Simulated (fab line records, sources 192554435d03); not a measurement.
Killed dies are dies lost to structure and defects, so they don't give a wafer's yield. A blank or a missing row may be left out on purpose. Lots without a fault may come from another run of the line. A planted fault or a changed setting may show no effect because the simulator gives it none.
A struck lot beside a sound one | flow n5_finfet | 38 steps out of a route of 1938
Sound: wafers L962.2, L962.3, L962.6. Struck: wafers L958.3, L958.4, L958.6. The cause comes at the end.
At each step with rows: each side's tool, then ch and its chambers, then its first start. Under that, the readings that differ: sound wafers | struck wafers | difference of the means | sigmas: that difference in standard deviations of wafers without a fault.
alike: readings whose means differ by less than 2 such deviations, and words and numbers that are the same on both sides. not compared: withheld readings, readings that some wafer has no value for, bounds like >300 that may hide the same value, and numbers for which the record gives no deviation and whose values overlap.
The two part at a step that has a row with sigmas, a row that says differs or no value, or rows on one side only. Numbers that don't overlap but have no deviation are shown without sigmas and don't part them. A reading that every wafer of one side lacks parts them only if that side has two wafers or more.

first, 9 steps without rows for these wafers: N5_BEOL_M4_ANNEAL_95 (time 240 s); N5_BEOL_M4_SPUTTER_96 (material Cu, target thk 4.5 nm, time 8.29 s); N5_BEOL_M4_ECD_50 (material Cu, target thk 300 nm); N5_BEOL_M4_ANNEAL_51 (time 90 s); N5_BEOL_M4_CMP_52 (polishes, stops on SiOC, t overpolish 6.8 s, target thk 40 nm); N5_BEOL_M4_PRE_CLEAN_60 (time 15 s); N5_BEOL_M4_CO_CAP_55 (material Co, precursor CCTBA/H2, target thk 2 nm, time 102.1 s); N5_BEOL_M4_PRE_CLEAN_56 (time 15 s); N5_BEOL_M4_DEP_57 (deposits SiCN from 3MS/NH3, target thk 8 nm, time 14 s).
N5_BEOL_M4_RC_MEAS_101:
  sound on prober-02 ch 0, day 13 08:44; struck on prober-01 ch 0, day 12 04:46
  reading       | sound          | struck         | difference | sigmas
  SS_P (mV/dec) | 73.3 72.2 73.0 | 75.0 74.7 72.9 | +1.4       | +2
  alike: DIBL_N, DIBL_P, IOFF_N, IOFF_P, ION_N, ION_P, SS_N, VT_N, VT_P
then, 24 steps without rows for these wafers: N5_BEOL_M5_ILD_DEP_00 (deposits SiCOH lowk from DEMS/porogen, target thk 140.64 nm, time 25.9 s); N5_BEOL_M5_CURE_79 (cures SiCOH lowk, time 240 s); N5_BEOL_M5_PECVD_70 (deposits SiO2 from TEOS/O2, target thk 16 nm, time 18 s); N5_BEOL_M5_HM_DEP_02 (deposits TiN, target thk 20 nm); N5_BEOL_M5_COAT_59 (time 60 s, resist thk 60 nm); N5_BEOL_M5_COAT_60 (time 60 s, resist thk 12 nm); N5_BEOL_M5_COAT_71 (time 60 s, resist thk 5 nm); N5_BEOL_M5_COAT_05 (resist thk 30 nm); N5_BEOL_M5_EBR_07; N5_BEOL_M5_SOFTBAKE_06 (time 60 s); N5_BEOL_M5_EXPOSE_08 (exposes mask M5, target cd 28 nm); N5_BEOL_M5_PEB_09 (peb time 60 s); N5_BEOL_M5_DEVELOP_10 (develop time 30 s); N5_BEOL_M5_DESCUM_16 (chemistry O2, time 7 s); N5_BEOL_M5_ETCH_72 (etches underlayer in N2/H2, target depth 6.5 nm, time 5.2 s); N5_BEOL_M5_ETCH_61 (etches SiARC in CF4, target depth 15.6 nm, time 26 s); N5_BEOL_M5_ETCH_62 (etches SOC in N2/H2, target depth 75 nm, overetch 15 nm, time 112.5 s); N5_BEOL_M5_STRIP_63 (strips in N2/H2); N5_BEOL_M5_STRIP_73 (strips in N2/H2); N5_BEOL_M5_STRIP_64 (strips in CF4); N5_BEOL_M5_HM_OPEN_17 (chemistry Cl2/BCl3, target TiN, target depth 20 nm, overetch 6 nm); N5_BEOL_M5_STRIP_19 (strips in O2); N5_BEOL_M5_COAT_65 (time 60 s, resist thk 60 nm); N5_BEOL_M5_COAT_66 (time 60 s, resist thk 12 nm).
N5_BEOL_M7_ETCH_65: etches SiARC in CF4, target depth 15.6 nm, time 26 s.
  sound on rie_diel-05 ch 0,1,3, day 14 15:03; struck on rie_diel-05 ch 0,1,3, day 13 14:58
  no value came back on the struck wafers for any of 8 readings (bias_w (W), cf4_flow_sccm (sccm) and others); on the sound wafers bias_w (W) reads 35.82 36.26 35.99
  reading                                      | sound      | struck         | difference | sigmas
  model.CAR-EUV_of_BEOL_M7_COAT_22.thk_nm (nm) | 11 11 11.2 | 20.2 20.2 20.4 | +9.2       |
  not compared: rf_hours_counter_h
N5_BEOL_M7_ETCH_66: etches SOC in N2/H2, target depth 80 nm, overetch 16 nm, time 120 s.
  sound on rie_diel-05 ch 0,1,3, day 14 15:05; struck on rie_diel-05 ch 0,1,3, day 13 14:59
  reading               | sound          | struck         | difference | sigmas
  oes_product_au (a.u.) | 0.54 0.70 0.70 | 0.28 0.34 0.35 | -0.32      | -5
  alike: bias_w, chamber_pressure_mTorr, drypump_motor_current_A, rf_vpp_V, showerhead_plenum_p_Torr, throttle_valve_pct
  not compared: rf_hours_counter_h
N5_BEOL_M7_VIA_ETCH_34: etches SiCOH lowk in C4F6/O2, target depth 125.5 nm, time 50.5 s.
  sound on rie_diel-05 ch 0,1,3, day 14 15:11; struck on rie_diel-05 ch 0,1,3, day 13 15:05
  reading               | sound             | struck               | difference | sigmas
  O2_flow_sccm (sccm)   | 9.983 9.984 9.949 | 10.006 10.029 10.047 | +0.055     | +2
  oes_product_au (a.u.) | 0.71 0.91 0.91    | 0.28 0.35 0.34       | -0.52      | -6
  alike: C4F6_flow_sccm, drypump_motor_current_A, oes_ar_750_au, rf_vpp_V, showerhead_plenum_p_Torr, throttle_valve_pct
  not compared: rf_hours_counter_h
-- the record jumps here: 4 days lie between the struck wafers' starts before and after (it left off in module BEOL_M7 and takes up again in module PASSIVATION, whose first step shown is number 1936 of the route) --
N5_PASSIVATION_PROBE_49:
  the record has rows for the struck wafers here (prober-02, day 17 08:43) and none for the sound ones

WHERE THEY PART
First at N5_BEOL_M4_RC_MEAS_101; last, within this record, at N5_PASSIVATION_PROBE_49.

WHY: what the simulator had put in
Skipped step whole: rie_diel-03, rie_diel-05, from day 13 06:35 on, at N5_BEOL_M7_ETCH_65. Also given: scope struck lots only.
